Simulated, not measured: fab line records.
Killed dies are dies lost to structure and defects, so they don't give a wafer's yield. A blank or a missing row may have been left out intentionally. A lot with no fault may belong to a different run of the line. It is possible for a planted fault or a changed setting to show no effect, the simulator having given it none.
fab line records + flow n5Finfet
record
- lots=10
- wafers=30
- lastDay=22
route steps=1938 shown HKMG_FIN@412 BEOL_M4@1111 PASSIVATION@1936
lots with no fault: from the same line, run without faults
startH: hours from the record's opening day to when the first of the lot's shown wafers began + waitH: hours since the lot's step before + " as in the row above + L1.1+2: one row covering several wafers at once + - no value, or no start given + * or withheld: withheld + < > ~ a bound
route shown NAME@n: names a module that has steps shown in the file, with the first one's number in the route + usual: mean and standard deviation over wafers with no fault + same: alike in all rows + chamber/n: place in a boat + sites: each site's reading + _std_site: their standard deviation + _edge_site: mean of outer sites minus mean of inner sites + radiusMm: how far each site lies from the wafer's centre + mask NAME#n: copy n + behind: tool/chamber where the wafer was last shaped + hold: the reason the lot was held/the length of the hold in hours/how it ended + device: the transistor (n, p or np) that didn't switch + end of line: tests run on the same wafers once the route is complete + step lacking rows: just its recipe + killed: dies that structure and defects cost at the first sort, which is not the same as the wafer's yield + map: dies across one wafer; x = killed, . = not, _ = none there
set.NAME: setting as actually run; set.NAME@STEP: the setting as run at that earlier step + model.NAME: the simulator's own value behind a step, which no gauge read
the route's steps for a sample of lots (tables are steps, rows are wafers)
services: when a tool's chamber went out of use (startH, in hours from the record's first day, below 0 if earlier), for how many hours, and the reason
## steps
# step N5_HKMG_FIN_ALD_79
# recipe
- material=TiN
- targetThkA=15
- tempC=400
- aldPrecursorFamily=TiCl4
- aldCoReactant=NH3
- pulseTimeS=1
- purgeTimeS=3
- coReactantPurgeTimeS=2
- coReactantPulseTimeS=2
- aldCycles=68
- pressureTorr=3
# usual
- coReactantPulseTimeS=2/0
- heaterPowerW=879/94
- precursorPulseHeightRel=1.002/0.019
| lot.wafer | tool        | chamber | startH | waitH | coReactantPulseTimeS | heaterPowerW | precursorPulseHeightRel |
|-----------|-------------|---------|--------|-------|----------------------|--------------|-------------------------|
| L250.1    | aldMetal-04 | 3       | 74.36  | 0.0   | 2                    | 919          | 0.977                   |
| L250.3    | "           | 1       | "      | "     | 2                    | 922          | 1.011                   |
| L250.5    | "           | 2       | "      | "     | 2                    | 851          | 0.957                   |
| L252.4    | aldMetal-02 | 1       | 84.84  | 0.0   | 2                    | 997          | 1.012                   |
| L252.5    | "           | 3       | "      | "     | 2                    | 959          | 0.999                   |
| L252.6    | "           | 0       | "      | "     | 2                    | 739          | 1.004                   |
| L258.1    | aldMetal-04 | 1       | 124.09 | 0.0   | 2                    | 912          | 1.028                   |
| L258.3    | "           | 3       | "      | "     | 2                    | 941          | 1.048                   |
| L258.6    | "           | 3       | "      | "     | 2                    | 963          | 0.988                   |
| L259.2    | aldMetal-02 | 2       | 132.19 | 0.0   | 2                    | 989          | 0.951                   |
| L259.3    | "           | 1       | "      | "     | 2                    | 978          | 1.009                   |
| L259.4    | "           | 3       | "      | "     | 2                    | 981          | 0.994                   |
| L262.3    | aldMetal-04 | 3       | 147.04 | 0.0   | 2                    | 960          | 0.996                   |
| L262.5    | "           | 3       | "      | "     | 2                    | 940          | 1.034                   |
| L262.6    | "           | 2       | "      | "     | 2                    | 853          | 1.005                   |
| L263.2    | aldMetal-01 | 2       | 152.50 | 0.0   | 2                    | 786          | 1.002                   |
| L263.4    | "           | 1       | "      | "     | 2                    | 832          | 0.980                   |
| L263.6    | "           | 0       | "      | "     | 2                    | 756          | 1.024                   |
| L264.2    | aldMetal-04 | 0       | 157.27 | 0.0   | 2                    | 890          | 0.970                   |
| L264.5    | "           | 2       | "      | "     | 2                    | 873          | 0.978                   |
| L264.6    | "           | 1       | "      | "     | 2                    | 941          | 0.987                   |
| L268.1    | aldMetal-01 | 3       | 181.72 | 0.0   | 2                    | 731          | 0.998                   |
| L268.2    | "           | 2       | "      | "     | 2                    | 784          | 0.988                   |
| L268.5    | "           | 1       | "      | "     | 2                    | 830          | 0.975                   |
| L272.3    | aldMetal-04 | 2       | 207.09 | 0.0   | 2                    | 848          | 1.006                   |
| L272.4    | "           | 0       | "      | "     | 2                    | 868          | 1.016                   |
| L272.6    | "           | 2       | "      | "     | 2                    | 852          | 0.985                   |
| L273.3    | aldMetal-02 | 1       | 216.60 | 0.0   | 2                    | 1022         | 0.997                   |
| L273.4    | "           | 2       | "      | "     | 2                    | 975          | 1.004                   |
| L273.5    | "           | 1       | "      | "     | 2                    | 988          | 0.995                   |
# step N5_HKMG_FIN_CVD_62
# recipe
- material=a-Si
- targetThkA=30
- tempC=500
- precursor=Si2H6
- pressureTorr=1
- timeS=20.8
# usual
- heaterPowerW=1392/200
| lot.wafer | tool            | chamber | startH | waitH | heaterPowerW |
|-----------|-----------------|---------|--------|-------|--------------|
| L250.1    | thermalCvdSi-02 | 0       | 74.72  | 0.2   | 1455         |
| L250.3    | "               | 1       | "      | "     | 1150         |
| L250.5    | "               | 2       | "      | "     | 1776         |
| L252.4    | thermalCvdSi-02 | 0       | 85.25  | 0.2   | 1445         |
| L252.5    | "               | 1       | "      | "     | 1185         |
| L252.6    | "               | 2       | "      | "     | 1768         |
| L258.1    | thermalCvdSi-02 | 2       | 124.45 | 0.2   | 1805         |
| L258.3    | "               | 0       | "      | "     | 1461         |
| L258.6    | "               | 0       | "      | "     | 1503         |
| L259.2    | thermalCvdSi-01 | 2       | 132.55 | 0.2   | 1458         |
| L259.3    | "               | 1       | "      | "     | 1285         |
| L259.4    | "               | 0       | "      | "     | 1215         |
| L262.3    | thermalCvdSi-02 | 1       | 147.40 | 0.2   | 1176         |
| L262.5    | "               | 0       | "      | "     | 1534         |
| L262.6    | "               | 1       | "      | "     | 1174         |
| L263.2    | thermalCvdSi-01 | 1       | 152.86 | 0.2   | 1297         |
| L263.4    | "               | 1       | "      | "     | 1299         |
| L263.6    | "               | 2       | "      | "     | 1458         |
| L264.2    | thermalCvdSi-02 | 0       | 157.64 | 0.2   | 1470         |
| L264.5    | "               | 0       | "      | "     | 1482         |
| L264.6    | "               | 2       | "      | "     | 1774         |
| L268.1    | thermalCvdSi-02 | 2       | 182.09 | 0.2   | 1725         |
| L268.2    | "               | 0       | "      | "     | 1477         |
| L268.5    | "               | 0       | "      | "     | 1475         |
| L272.3    | thermalCvdSi-02 | 0       | 207.45 | 0.2   | 1474         |
| L272.4    | "               | 2       | "      | "     | 1751         |
| L272.6    | "               | 1       | "      | "     | 1159         |
| L273.3    | thermalCvdSi-01 | 1       | 216.96 | 0.2   | 1275         |
| L273.4    | "               | 2       | "      | "     | 1433         |
| L273.5    | "               | 1       | "      | "     | 1297         |
# step N5_HKMG_FIN_STRIP_19
# recipe
- chemistry=N2/H2
- powerW=2500
- tempC=300
- h2Frac=0.65
- timeS=360
- pressureMtorr=withheld
- n2FlowSccm=1750
- h2FlowSccm=3250
# usual
- drypumpMotorCurrentA=5.9/0.53
- heaterPowerW=427/22
| lot.wafer | tool           | chamber | startH | waitH | drypumpMotorCurrentA | heaterPowerW | rfHoursCounterH |
|-----------|----------------|---------|--------|-------|----------------------|--------------|-----------------|
| L250.1    | plasmaAsher-02 | 0       | 77.19  | 0.0   | 6.6                  | 454          | 41              |
| L250.3    | "              | 1       | "      | "     | 5.1                  | 443          | -               |
| L250.5    | "              | 0       | "      | "     | 6.6                  | 448          | -               |
| L252.4    | plasmaAsher-01 | 0       | 87.57  | 0.1   | 6.0                  | 391          | -               |
| L252.5    | "              | 1       | "      | "     | 6.0                  | 418          | -               |
| L252.6    | "              | 0       | "      | "     | 6.0                  | 396          | -               |
| L258.1    | plasmaAsher-02 | 0       | 126.71 | 0.0   | 6.6                  | 443          | 51              |
| L258.3    | "              | 0       | "      | "     | 6.6                  | 451          | -               |
| L258.6    | "              | 1       | "      | "     | 5.1                  | 445          | -               |
| L259.2    | plasmaAsher-02 | 0       | 135.03 | 0.0   | 6.6                  | 450          | 52              |
| L259.3    | "              | 0       | "      | "     | 6.6                  | 456          | -               |
| L259.4    | "              | 1       | "      | "     | 5.1                  | 456          | -               |
| L262.3    | plasmaAsher-02 | 1       | 149.79 | 0.1   | 5.1                  | 448          | -               |
| L262.5    | "              | 1       | "      | "     | 5.1                  | 440          | -               |
| L262.6    | "              | 0       | "      | "     | 6.6                  | 459          | -               |
| L263.2    | plasmaAsher-01 | 0       | 155.52 | 0.0   | 6.0                  | 408          | 97              |
| L263.4    | "              | 0       | "      | "     | 6.0                  | 406          | -               |
| L263.6    | "              | 0       | "      | "     | 6.0                  | 409          | -               |
| L264.2    | plasmaAsher-02 | 1       | 159.88 | 0.0   | 5.0                  | 436          | 57              |
| L264.5    | "              | 0       | "      | "     | 6.6                  | 450          | -               |
| L264.6    | "              | 1       | "      | "     | 5.1                  | 447          | -               |
| L268.1    | plasmaAsher-01 | 0       | 184.54 | 0.0   | 6.0                  | 398          | 104             |
| L268.2    | "              | 1       | "      | "     | 6.1                  | 426          | 104             |
| L268.5    | "              | 1       | "      | "     | 6.1                  | 410          | -               |
| L272.3    | plasmaAsher-02 | 0       | 209.68 | 0.1   | 6.6                  | 451          | -               |
| L272.4    | "              | 1       | "      | "     | 5.1                  | 448          | -               |
| L272.6    | "              | 1       | "      | "     | 5.1                  | 446          | -               |
| L273.3    | plasmaAsher-02 | 1       | 219.32 | 0.1   | 5.1                  | 443          | -               |
| L273.4    | "              | 0       | "      | "     | 6.7                  | 455          | -               |
| L273.5    | "              | 0       | "      | "     | 6.6                  | 458          | -               |
# step N5_HKMG_FIN_NWFM_ALD_20
# recipe
- material=TiAlC
- targetThkA=20
- tempC=300
- aldPrecursorFamily=TiCl4
- aldCoReactant=TEA
- pulseTimeS=3
- purgeTimeS=2
- coReactantPurgeTimeS=2
- coReactantPulseTimeS=10
- aldCycles=7
- pressureTorr=3
# usual
- coReactantPulseTimeS=10/0
- heaterPowerW=491/55
- precursorPulseHeightRel=1.001/0.02
| lot.wafer | tool        | chamber | startH | waitH | coReactantPulseTimeS | heaterPowerW | precursorPulseHeightRel |
|-----------|-------------|---------|--------|-------|----------------------|--------------|-------------------------|
| L250.1    | aldMetal-04 | 2       | 78.59  | 0.3   | 10                   | 470          | 1.030                   |
| L250.3    | "           | 1       | "      | "     | 10                   | 526          | 0.956                   |
| L250.5    | "           | 0       | "      | "     | 10                   | 511          | 0.992                   |
| L252.4    | aldMetal-01 | 1       | 88.80  | 0.1   | 10                   | 463          | 1.001                   |
| L252.5    | "           | 0       | "      | "     | 10                   | 425          | 1.018                   |
| L252.6    | "           | 1       | "      | "     | 10                   | 477          | 1.018                   |
| L258.1    | aldMetal-02 | 3       | 128.12 | 0.3   | 10                   | 549          | 0.968                   |
| L258.3    | "           | 0       | "      | "     | 10                   | 414          | 1.011                   |
| L258.6    | "           | 3       | "      | "     | 10                   | 546          | 1.019                   |
| L259.2    | aldMetal-04 | 3       | 136.59 | 0.3   | 10                   | 525          | 1.015                   |
| L259.3    | "           | 2       | "      | "     | 10.802               | 468          | 0.987                   |
| L259.4    | "           | 1       | "      | "     | 10                   | 535          | 1.021                   |
| L262.3    | aldMetal-04 | 3       | 151.04 | 0.1   | 10.802               | 530          | 1.018                   |
| L262.5    | "           | 1       | "      | "     | 10                   | 518          | 1.017                   |
| L262.6    | "           | 0       | "      | "     | 10                   | 493          | 0.961                   |
| L263.2    | aldMetal-02 | 2       | 157.05 | 0.3   | 10                   | 549          | 1.005                   |
| L263.4    | "           | 3       | "      | "     | 10                   | 537          | 0.985                   |
| L263.6    | "           | 3       | "      | "     | 10                   | 543          | 1.016                   |
| L264.2    | aldMetal-01 | 1       | 161.23 | 0.3   | 10                   | 470          | 0.969                   |
| L264.5    | "           | 1       | "      | "     | 10                   | 466          | 0.978                   |
| L264.6    | "           | 0       | "      | "     | 10                   | 424          | 0.998                   |
| L268.1    | aldMetal-02 | 0       | 185.90 | 0.3   | 10                   | 406          | 0.988                   |
| L268.2    | "           | 1       | "      | "     | 10                   | 566          | 0.986                   |
| L268.5    | "           | 3       | "      | "     | 10                   | 537          | 0.982                   |
| L272.3    | aldMetal-01 | 1       | 211.02 | 0.1   | 10                   | 475          | 0.957                   |
| L272.4    | "           | 0       | "      | "     | 10                   | 420          | 1.000                   |
| L272.6    | "           | 0       | "      | "     | 10                   | 418          | 0.996                   |
| L273.3    | aldMetal-02 | 0       | 220.63 | 0.1   | 10                   | 408          | 1.016                   |
| L273.4    | "           | 3       | "      | "     | 10                   | 546          | 1.034                   |
| L273.5    | "           | 0       | "      | "     | 10                   | 400          | 0.989                   |
# step N5_BEOL_M4_RC_MEAS_101
# usual
- DIBL_N=36.3/1.1
- DIBL_P=36.3/1.4
- IOFF_N=0.155/0.019
- IOFF_P=0.211/0.027
- ION_N=672/8.5
- ION_P=462/5.8
- SS_N=71.5/0.56
- SS_P=73.3/0.52
- VT_N=249.9/2.5
- VT_P=-249.8/2.8
| lot.wafer | tool      | chamber | startH | waitH | DIBL_N[mV/V] | DIBL_P[mV/V] | IOFF_N[nA/um] | IOFF_P[nA/um] | ION_N[uA/um] | ION_P[uA/um] | SS_N[mV/dec] | SS_P[mV/dec] | VT_N[mV] | VT_P[mV] |
|-----------|-----------|---------|--------|-------|--------------|--------------|---------------|---------------|--------------|--------------|--------------|--------------|----------|----------|
| L250.1    | prober-01 | 0       | 196.11 | 0.0   | 39.0         | 37.5         | 0.173         | 0.234         | 668          | 458          | 72.5         | 74.6         | 250.1    | -247.6   |
| L250.3    | "         | 0       | "      | "     | 36.3         | 36.0         | 0.139         | 0.203         | 675          | 463          | 70.9         | 73.4         | 250.3    | -250.4   |
| L250.5    | "         | 0       | "      | "     | 36.8         | 35.1         | 0.135         | 0.192         | 670          | 453          | 72.2         | 73.6         | 253.8    | -255.3   |
| L252.4    | prober-01 | 0       | 228.86 | 0.5   | 35.6         | 36.9         | 0.152         | 0.178         | 669          | 451          | 71.1         | 73.6         | 248.7    | -253.7   |
| L252.5    | "         | 0       | "      | "     | 34.9         | 35.4         | 0.134         | 0.170         | 670          | 456          | 71.3         | 73.3         | 249.2    | -252.4   |
| L252.6    | "         | 0       | "      | "     | 35.7         | 35.9         | 0.153         | 0.178         | 671          | 455          | 72.0         | 73.3         | 251.5    | -253.4   |
| L259.2    | prober-02 | 0       | 311.20 | 0.2   | 35.9         | 36.0         | 0.138         | 0.162         | 662          | 451          | 71.5         | 73.4         | 250.9    | -255.3   |
| L259.3    | "         | 0       | "      | "     | 35.7         | 35.8         | 0.143         | 0.163         | 674          | 454          | 71.1         | 72.9         | 252.7    | -254.2   |
| L259.4    | "         | 0       | "      | "     | 35.2         | 35.6         | 0.128         | 0.158         | 668          | 456          | 70.8         | 72.3         | 255.3    | -256.4   |
| L262.3    | prober-01 | 0       | 335.78 | 0.3   | 34.7         | 33.6         | 0.143         | 0.183         | 669          | 457          | 70.4         | 72.8         | 249.2    | -251.5   |
| L262.5    | "         | 0       | "      | "     | 36.8         | 35.7         | 0.175         | 0.211         | 667          | 453          | 71.2         | 73.8         | 248.7    | -250.6   |
| L262.6    | "         | 0       | "      | "     | 35.3         | 34.6         | 0.146         | 0.197         | 665          | 458          | 70.7         | 73.1         | 248.0    | -250.7   |
| L263.2    | prober-01 | 0       | 346.64 | 0.2   | 36.8         | 37.0         | 0.144         | 0.238         | 663          | 460          | 72.3         | 73.7         | 251.8    | -247.6   |
| L263.4    | "         | 0       | "      | "     | 34.9         | 35.0         | 0.116         | 0.204         | 650          | 455          | 71.6         | 72.6         | 257.1    | -250.4   |
| L263.6    | "         | 0       | "      | "     | 37.2         | 37.4         | 0.153         | 0.250         | 665          | 460          | 72.1         | 73.7         | 251.9    | -248.8   |
| L264.2    | prober-02 | 0       | 355.04 | 0.2   | 36.0         | 35.6         | 0.151         | 0.238         | 667          | 468          | 71.7         | 73.2         | 248.3    | -246.1   |
| L264.5    | "         | 0       | "      | "     | 34.5         | 33.9         | 0.128         | 0.210         | 662          | 464          | 70.8         | 72.8         | 253.7    | -245.9   |
| L264.6    | "         | 0       | "      | "     | 36.7         | 36.1         | 0.169         | 0.253         | 682          | 467          | 71.6         | 72.9         | 245.5    | -243.8   |
| L273.3    | prober-02 | 0       | 364.69 | 0.3   | 37.2         | 36.6         | 0.171         | 0.241         | 678          | 467          | 72.2         | 73.7         | 251.6    | -246.2   |
| L273.4    | "         | 0       | "      | "     | 38.7         | 36.8         | 0.196         | 0.250         | 671          | 461          | 72.8         | 73.2         | 246.3    | -246.9   |
| L273.5    | "         | 0       | "      | "     | 37.2         | 35.6         | 0.161         | 0.223         | 674          | 464          | 71.9         | 73.3         | 247.5    | -249.5   |
| L268.1    | prober-02 | 0       | 385.35 | 0.0   | 38.3         | 37.3         | 0.176         | 0.236         | 677          | 462          | 71.2         | 73.9         | 245.9    | -248.3   |
| L268.2    | "         | 0       | "      | "     | 37.5         | 35.8         | 0.154         | 0.206         | 680          | 465          | 71.6         | 73.1         | 252.5    | -249.6   |
| L268.5    | "         | 0       | "      | "     | 36.9         | 35.6         | 0.149         | 0.204         | 669          | 457          | 71.5         | 73.6         | 250.5    | -249.6   |
| L258.1    | prober-02 | 0       | 399.64 | 0.0   | 35.6         | 35.6         | 0.134         | 0.184         | 670          | 460          | 71.4         | 73.3         | 250.1    | -253.3   |
| L258.3    | "         | 0       | "      | "     | 35.7         | 36.2         | 0.138         | 0.190         | 664          | 463          | 71.3         | 72.7         | 251.8    | -253.4   |
| L258.6    | "         | 0       | "      | "     | 36.2         | 36.6         | 0.144         | 0.195         | 668          | 461          | 71.4         | 73.2         | 250.7    | -251.7   |
| L272.3    | prober-01 | 0       | 401.12 | 0.3   | 35.6         | 35.2         | 0.158         | 0.210         | 682          | 464          | 72.1         | 73.3         | 248.2    | -248.4   |
| L272.4    | "         | 0       | "      | "     | 36.3         | 34.7         | 0.159         | 0.200         | 666          | 459          | 72.0         | 73.4         | 249.2    | -250.9   |
| L272.6    | "         | 0       | "      | "     | 36.0         | 35.2         | 0.158         | 0.205         | 675          | 458          | 71.3         | 73.0         | 249.8    | -249.2   |
# step N5_PASSIVATION_PROBE_49
# usual
- defectLimitedYield=91.4/1.2
- killed_at_M0_to_M3=34/10
- killed_at_M4_up=14/5.1
- killedAtContacts=12/6.4
- killedAtFrontEnd=38/9.3
- killedAtOther=4/3
- killedDies=102/15
- killedOnRim=13/3.6
- killedOpen=67/12
- killedShort=33/6.9
- sort_bin_5_function=5.0/0.86
- sort_bin_6_memory=3.2/0.58
- sort_bin_8_speed=0.00/0.0099
- sortNPass=1078/15
- sortYieldPct=91.4/1.2
# same
- grossDies=1180
- killedAtBackSide=0
- sort_bin_4_leakage[%]=0
| lot.wafer | tool      | chamber | startH | waitH | defectLimitedYield[%] | killed_at_M0_to_M3 | killed_at_M4_up | killedAtContacts | killedAtFrontEnd | killedAtOther | killedDies | killedOnRim | killedOpen | killedShort | sort_bin_5_function[%] | sort_bin_6_memory[%] | sort_bin_8_speed[%] | sortNPass | sortYieldPct[%] |
|-----------|-----------|---------|--------|-------|-----------------------|--------------------|-----------------|------------------|------------------|---------------|------------|-------------|------------|-------------|------------------------|----------------------|---------------------|-----------|-----------------|
| L250.1    | prober-01 | -       | 292.86 | 0.0   | 92.3                  | 35                 | 10              | 9                | 37               | 0             | 91         | 11          | 65         | 25          | 4.5                    | 3.1                  | 0                   | 1089      | 92.3            |
| L250.3    | prober-01 | -       | 292.96 | 0.1   | 90.0                  | 57                 | 15              | 8                | 38               | 0             | 118        | 14          | 83         | 34          | 5.9                    | 3.7                  | 0                   | 1062      | 90.0            |
| L250.5    | prober-01 | -       | 293.06 | 0.2   | 90.8                  | 48                 | 14              | 21               | 23               | 2             | 108        | 12          | 77         | 30          | 4.9                    | 3.8                  | 0                   | 1072      | 90.8            |
| L259.2    | prober-02 | -       | 422.24 | 0.4   | 92.9                  | 39                 | 13              | 6                | 20               | 6             | 84         | 14          | 58         | 25          | 4.2                    | 3.0                  | 0                   | 1096      | 92.9            |
| L259.3    | prober-02 | -       | 422.29 | 0.5   | 93.1                  | 22                 | 24              | 8                | 21               | 6             | 81         | 7           | 49         | 29          | 4.3                    | 2.3                  | 0                   | 1099      | 93.1            |
| L259.4    | prober-02 | -       | 422.34 | 0.5   | 92.7                  | 28                 | 16              | 11               | 28               | 3             | 86         | 8           | 55         | 28          | 4.9                    | 2.4                  | 0                   | 1094      | 92.7            |
# killed by level:class
L250.1 STI_FIN_REVEAL:geometricParticle:open=17 MOL_CONTACT_COAG:geometricParticle:open=8 BEOL_M4:geometricParticle:open=7 BEOL_M0_SAQP:geometricParticle:short=6 BEOL_M2:geometricParticle:open=6 BEOL_M1:geometricParticle:open=5 BEOL_M3:geometricParticle:open=4 ILD0:geometricParticle:short=4
L250.3 BEOL_M0_SAQP:geometricParticle:open=11 BEOL_M2:geometricParticle:open=11 STI_FIN_REVEAL:geometricParticle:open=10 FIN_SAQP:geometricParticle:open=9 BEOL_M3:geometricParticle:open=8 BEOL_M0_SAQP:geometricParticle:short=7 BEOL_M1:geometricParticle:open=7 MOL_CONTACT_COAG:geometricParticle:open=6
L250.5 MOL_CONTACT_COAG:geometricParticle:open=17 BEOL_M2:geometricParticle:open=10 BEOL_M3:geometricParticle:open=10 FIN_SAQP:geometricParticle:open=7 BEOL_M1:geometricParticle:open=5 BEOL_M3:geometricParticle:short=5 BEOL_M4:geometricParticle:open=5 BEOL_M0_SAQP:geometricParticle:open=4
L259.2 BEOL_M2:geometricParticle:open=11 BEOL_M0_SAQP:geometricParticle:short=8 BEOL_M0_SAQP:geometricParticle:open=7 MOL_CONTACT_COAG:geometricParticle:open=5 BEOL_M1:geometricParticle:open=5 BEOL_M3:geometricParticle:open=4 BEOL_M4:geometricParticle:open=4 FIN_SAQP:geometricParticle:open=3
L259.3 MOL_CONTACT_COAG:geometricParticle:open=7 BEOL_M0_SAQP:geometricParticle:short=7 BEOL_M0_SAQP:geometricParticle:open=6 BEOL_M4:geometricParticle:open=6 BEOL_M5:geometricParticle:open=6 BEOL_M3:geometricParticle:open=5 FIN_SAQP:geometricParticle:open=4 DUMMY_GATE:geometricParticle:open=3
L259.4 MOL_CONTACT_COAG:geometricParticle:open=10 FIN_SAQP:geometricParticle:short=8 BEOL_M0_SAQP:geometricParticle:open=8 FIN_SAQP:geometricParticle:open=5 BEOL_M0_SAQP:geometricParticle:short=5 BEOL_M3:geometricParticle:open=5 BEOL_M4:geometricParticle:open=4 STI_FIN_REVEAL:geometricParticle:open=3
## services
| tool            | chamber | startH | hours | kind   |
|-----------------|---------|--------|-------|--------|
| thermalCvdSi-01 | -       | 57.99  | 1.3   | repair |
| plasmaAsher-01  | -       | 58.58  | 1.2   | repair |
| thermalCvdSi-02 | -       | 66.65  | 6.1   | pm     |
| aldMetal-01     | -       | 78.26  | 2.8   | pm     |
| thermalCvdSi-01 | 1       | 95.31  | 7.1   | repair |
| aldMetal-02     | 3       | 103.42 | 3.8   | repair |
| thermalCvdSi-01 | -       | 147.82 | 2.6   | repair |
| aldMetal-01     | 2       | 159.40 | 2.7   | repair |
| plasmaAsher-01  | -       | 159.51 | 2.8   | pm     |
| aldMetal-02     | -       | 169.02 | 2.6   | repair |
| aldMetal-04     | -       | 182.57 | 0.7   | repair |
| thermalCvdSi-01 | -       | 188.37 | 6.1   | pm     |
| plasmaAsher-01  | -       | 188.82 | 1.2   | repair |
| plasmaAsher-02  | -       | 192.19 | 0.8   | repair |
| aldMetal-04     | -       | 199.21 | 0.8   | repair |
| thermalCvdSi-02 | -       | 201.36 | 0.6   | repair |
| aldMetal-04     | 1       | 202.89 | 31.0  | repair |
## key
firstSign
- step=N5_HKMG_FIN_NWFM_ALD_20
- reading=coReactantPulseTimeS
- direction=up
- sigmas=99+
- usual=*
- struck=*
effect none on later readings
metAt N5_HKMG_FIN_NWFM_ALD_20
struckLots L259,L262
struckWafers L259.3,L262.3
notActingAt N5_HKMG_FIN_ALD_79,N5_HKMG_FIN_CVD_62,N5_HKMG_FIN_STRIP_19
onsetBetween 78.59 136.59
fault
- kind=processParameterDrift
- tool=aldMetal-04
- chamber=-
- onsetH=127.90
- steps=N5_HKMG_FIN_NWFM_ALD_20
- channel=coReactantPulseTimeS
- offset=*
- shape=step
- endH=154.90
- scope=struckWafersOnly
- actsIn=*
- stated=*
